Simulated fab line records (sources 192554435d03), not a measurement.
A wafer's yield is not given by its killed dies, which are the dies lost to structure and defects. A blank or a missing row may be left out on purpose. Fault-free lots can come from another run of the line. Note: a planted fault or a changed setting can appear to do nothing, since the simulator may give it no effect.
fab line records	flow n5_finfet
[record] lots = 14	wafers = 42	last_day = 18
route steps=1938 shown START@1 ZERO_LAYER@10 WELL_APT@28
lots with no fault: from the same line, run without faults
start_h: hours from the record's first day to the start of the lot's first wafer shown	wait_h: how many hours have passed since the lot's step before this one	" identical to the entry in the row above	L1.1+2: a row that stands for several wafers	- no value, or no start was given	* or withheld: withheld	< > ~ a bound
route shown NAME@n: a module of which the file shows steps, and the number in the route of the first	usual: the fault-free wafers' mean and standard deviation	same: alike in all rows	chamber/n: place in a boat	sites: the reading at each site	_std_site: standard deviation across them	_edge_site: inner sites' mean taken away from outer sites' mean	radius_mm: how far each site lies from the wafer's centre	mask NAME#n: copy n	behind: tool/chamber where the wafer was last shaped	hold: why the lot went on hold/how many hours it stayed there/how the hold came to an end	device: the transistor (n, p or np) that didn't switch	end of line: tests of these same wafers at the route's end	a step with no rows: only its recipe	killed: at the first sort, the dies lost to defects and structure; wafer yield is something else	map: the dies of a wafer, with x for killed, . for not killed, _ for no die there
set.NAME: the run value of the setting; set.NAME@STEP: its run value at that earlier step	model.NAME: the simulator's own value behind a step, which no gauge read
a sample of lots followed through the steps of the route, with each step as a table and each wafer as a row
services: a tool's chamber out of use, with start hour (start_h, from the record's first day; less than 0 if before it), hours out, and reason
[[steps]]
[step N5_START_INSPECT_01]
[recipe] inspect_instrument = unpatterned_scan	mode = incoming
[usual] raw_defect_count = 5.4/2.5
lot.wafer	tool	chamber	start_h	wait_h	raw_defect_count
L553.1	defect_inspect-01	-	18.03	-	3
L553.4	"	-	"	"	6
L553.5	"	-	"	"	3
L554.1	defect_inspect-02	-	24.03	-	6
L554.2	"	-	"	"	5
L554.4	"	-	"	"	8
L555.2	defect_inspect-02	-	30.03	-	9
L555.5	"	-	"	"	1
L555.6	"	-	"	"	5
L556.3	defect_inspect-02	-	36.03	-	5
L556.5	"	-	"	"	6
L556.6	"	-	"	"	8
L557.2	defect_inspect-01	-	42.03	-	2
L557.4	"	-	"	"	4
L557.5	"	-	"	"	5
L558.3	defect_inspect-02	-	48.03	-	2
L558.5	"	-	"	"	7
L558.6	"	-	"	"	6
L561.2	defect_inspect-01	-	66.03	-	5
L561.5	"	-	"	"	6
L561.6	"	-	"	"	5
L563.1	defect_inspect-02	-	78.03	-	6
L563.5	"	-	"	"	4
L563.6	"	-	"	"	7
L564.1	defect_inspect-01	-	84.03	-	5
L564.2	"	-	"	"	5
L564.3	"	-	"	"	7
L565.1	defect_inspect-01	-	90.03	-	4
L565.3	"	-	"	"	7
L565.5	"	-	"	"	5
L567.1	defect_inspect-01	-	102.03	-	2
L567.2	"	-	"	"	6
L567.5	"	-	"	"	5
L568.3	defect_inspect-02	-	108.03	-	9
L568.5	"	-	"	"	11
L568.6	"	-	"	"	3
L571.1	defect_inspect-01	-	126.03	-	5
L571.3	"	-	"	"	4
L571.6	"	-	"	"	11
L574.3	defect_inspect-01	-	144.03	-	3
L574.4	"	-	"	"	1
L574.5	"	-	"	"	1
[step N5_ZERO_LAYER_PEB_09]
[recipe] peb_temp_c = withheld	peb_time_s = *
[usual] chill_plate_temp_C = *	exhaust_pa = 44.9/0.87
lot.wafer	tool	chamber	start_h	wait_h	chill_plate_temp_C	exhaust_pa
L553.1	litho_track-03	0	18.65	0.1	*	44.4
L553.4	"	0	"	"	*	43.5
L553.5	"	0	"	"	*	45.4
L554.1	litho_track-01	0	24.55	0.1	*	44.1
L554.2	"	0	"	"	*	44.2
L554.4	"	0	"	"	*	43.9
L555.2	litho_track-01	0	30.52	0.0	*	45.5
L555.5	"	0	"	"	*	46.2
L555.6	"	0	"	"	*	46.2
L556.3	litho_track-03	0	36.55	0.0	*	44.7
L556.5	"	0	"	"	*	43.1
L556.6	"	0	"	"	*	44.2
L557.2	litho_track-04	0	42.67	0.0	*	43.5
L557.4	"	0	"	"	*	44.5
L557.5	"	0	"	"	*	44.0
L558.3	litho_track-03	0	48.55	0.0	*	44.9
L558.5	"	0	"	"	*	46.2
L558.6	"	0	"	"	*	45.9
L561.2	litho_track-04	0	66.65	0.0	*	44.8
L561.5	"	0	"	"	*	44.7
L561.6	"	0	"	"	*	44.6
L563.1	litho_track-04	0	78.53	0.1	*	46.1
L563.5	"	0	"	"	*	45.1
L563.6	"	0	"	"	*	47.0
L564.1	litho_track-01	0	84.52	0.1	*	44.3
L564.2	"	0	"	"	*	44.7
L564.3	"	0	"	"	*	44.7
L565.1	litho_track-04	0	90.52	0.1	*	46.2
L565.3	"	0	"	"	*	46.2
L565.5	"	0	"	"	*	46.0
L567.1	litho_track-04	-	102.65	0.1	-	-
L567.2	"	-	"	"	-	-
L567.5	"	-	"	"	-	-
L568.3	litho_track-04	-	108.65	0.0	-	-
L568.5	"	-	"	"	-	-
L568.6	"	-	"	"	-	-
L571.1	litho_track-01	0	126.65	0.1	*	46.0
L571.3	"	0	"	"	*	44.1
L571.6	"	0	"	"	*	45.7
L574.3	litho_track-04	0	144.52	0.0	*	43.7
L574.4	"	0	"	"	*	44.0
L574.5	"	0	"	"	*	43.7
[step N5_WELL_APT_CD_MEAS_08]
[recipe] target_cd_nm = 200	landing_energy_ev = 500	detector = se_inlens
[usual] cd_nm = 199.1/1.4
lot.wafer	tool	chamber	start_h	wait_h	cd_nm
L553.1	cd_sem-03	0	19.94	-	197.5
L553.4	"	0	"	"	197.2
L553.5	"	0	"	"	197.1
L554.1	cd_sem-01	0	26.00	-	200.8
L554.2	"	0	"	"	201.1
L554.4	"	0	"	"	199.1
L555.2	cd_sem-01	0	31.68	-	199.5
L555.5	"	0	"	"	199.6
L555.6	"	0	"	"	198.4
L556.3	cd_sem-02	0	37.58	-	199.4
L556.5	"	0	"	"	200.0
L556.6	"	0	"	"	199.2
L557.2	cd_sem-03	0	43.71	-	199.1
L557.4	"	0	"	"	201.6
L557.5	"	0	"	"	199.3
L558.3	cd_sem-03	0	49.58	-	198.8
L558.5	"	0	"	"	200.1
L558.6	"	0	"	"	198.9
L561.2	cd_sem-03	0	67.69	-	200.6
L561.5	"	0	"	"	201.8
L561.6	"	0	"	"	200.7
L563.1	cd_sem-01	0	79.57	-	198.4
L563.5	"	0	"	"	197.5
L563.6	"	0	"	"	199.2
L564.1	cd_sem-01	0	86.15	-	197.2
L564.2	"	0	"	"	196.2
L564.3	"	0	"	"	197.7
L565.1	cd_sem-03	0	91.56	-	199.6
L565.3	"	0	"	"	201.2
L565.5	"	0	"	"	199.7
L571.1	cd_sem-03	0	127.82	-	199.2
L571.3	"	0	"	"	201.1
L571.6	"	0	"	"	201.5
L574.3	cd_sem-02	0	145.69	-	200.4
L574.4	"	0	"	"	199.4
L574.5	"	0	"	"	199.0
[step N5_WELL_APT_RTA_34]
[recipe] temp_c = 1000	time_s = 10	ambient = N2	idle_temp_c = 600	ramp_up_c_per_s = 150	ramp_down_c_per_s = 60	cool_to_c = 600
[usual] lamp_power_pct = 13.00/0.056	lamp_zone_2_pct = 12.995/0.028	lamp_zone_3_pct = 12.994/0.028	wafer_temp_C_max = 1003.4/1
lot.wafer	tool	chamber	start_h	wait_h	lamp_power_pct	lamp_zone_2_pct	lamp_zone_3_pct	wafer_temp_C_max
L553.1	rtp_anneal-02	0	21.96	0.0	13.01	12.986	13.015	1003.0
L553.4	"	0	"	"	13.00	13.005	12.971	1004.6
L553.5	"	0	"	"	13.02	13.015	13.005	1003.4
L554.1	rtp_anneal-02	0	28.05	0.0	12.99	12.975	12.996	1004.0
L554.2	"	0	"	"	13.03	12.994	12.992	1003.0
L554.4	"	0	"	"	13.05	13.027	12.974	1002.8
L555.2	rtp_anneal-02	0	34.05	0.0	12.98	12.996	12.962	1002.8
L555.5	"	0	"	"	13.06	12.991	12.977	1003.6
L555.6	"	0	"	"	12.89	13.022	12.938	1002.3
L556.3	rtp_anneal-02	0	39.75	0.2	12.91	13.033	12.983	1002.6
L556.5	"	0	"	"	12.94	13.000	13.031	1005.2
L556.6	"	0	"	"	13.07	13.014	13.013	1003.9
L557.2	rtp_anneal-01	0	46.00	0.2	13.10	12.982	13.019	1001.0
L557.4	"	0	"	"	13.04	12.997	13.026	1003.6
L557.5	"	0	"	"	13.00	13.004	12.991	1003.6
L558.3	rtp_anneal-02	0	51.83	0.3	13.01	12.933	13.012	1004.5
L558.5	"	0	"	"	13.06	12.997	12.970	1003.8
L558.6	"	0	"	"	12.99	13.000	13.012	1002.5
L561.2	rtp_anneal-02	0	69.68	0.0	13.02	12.993	13.055	1002.6
L561.5	"	0	"	"	13.08	13.021	13.008	1004.5
L561.6	"	0	"	"	12.98	12.996	12.969	1003.6
L563.1	rtp_anneal-02	0	82.28	0.2	12.94	13.000	12.958	1004.5
L563.5	"	0	"	"	12.89	13.004	12.986	1005.5
L563.6	"	0	"	"	13.05	13.052	12.979	1003.6
L564.1	rtp_anneal-02	0	89.39	0.1	12.98	13.029	12.984	1003.2
L564.2	"	0	"	"	12.98	13.054	13.033	1002.7
L564.3	"	0	"	"	12.96	12.958	12.967	1004.2
L565.1	rtp_anneal-01	0	93.66	0.0	13.01	12.981	12.990	1002.7
L565.3	"	0	"	"	13.03	13.012	13.003	1003.4
L565.5	"	0	"	"	13.02	13.043	12.977	1004.9
L571.1	rtp_anneal-01	0	130.23	0.0	12.91	12.922	12.966	1001.7
L571.3	"	0	"	"	13.20	12.989	13.027	1005.4
L571.6	"	0	"	"	13.03	13.003	12.979	1004.2
L574.3	rtp_anneal-02	0	148.20	0.6	13.17	13.019	12.989	1001.4
L574.4	"	0	"	"	13.03	13.000	12.997	1003.9
L574.5	"	0	"	"	13.09	12.967	12.966	1003.3
[[services]]
tool	chamber	start_h	hours	kind
rtp_anneal-02	-	-1.12	4.0	pm
litho_track-04	-	68.97	-	consumable_replace:filter
[[key]]
[first_sign] step = N5_ZERO_LAYER_PEB_09	reading = tool_record	direction = missing
effect none on later readings
met_at N5_ZERO_LAYER_PEB_09
struck_lots L567,L568
later_rows_left_out L567.1,L567.2,L567.5,L568.3,L568.5,L568.6
sort_left_out L567.1,L567.2,L567.5,L568.3,L568.5,L568.6
not_acting_at N5_START_INSPECT_01,N5_WELL_APT_CD_MEAS_08,N5_WELL_APT_RTA_34
onset_between 90.52 102.65
[fault] kind = skipped_step_whole	tool = litho_track-04	chamber = -	onset_h = 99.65	steps = N5_ZERO_LAYER_PEB_09	scope = struck_lots_only
// sort_left_out: the simulated sort isn't trusted on such a fault, so these wafers' sort isn't shown, and their yield isn't known
// later_rows_left_out: the simulator's readings of these wafers behind a module that went badly wrong aren't trusted and aren't shown, but for the sort
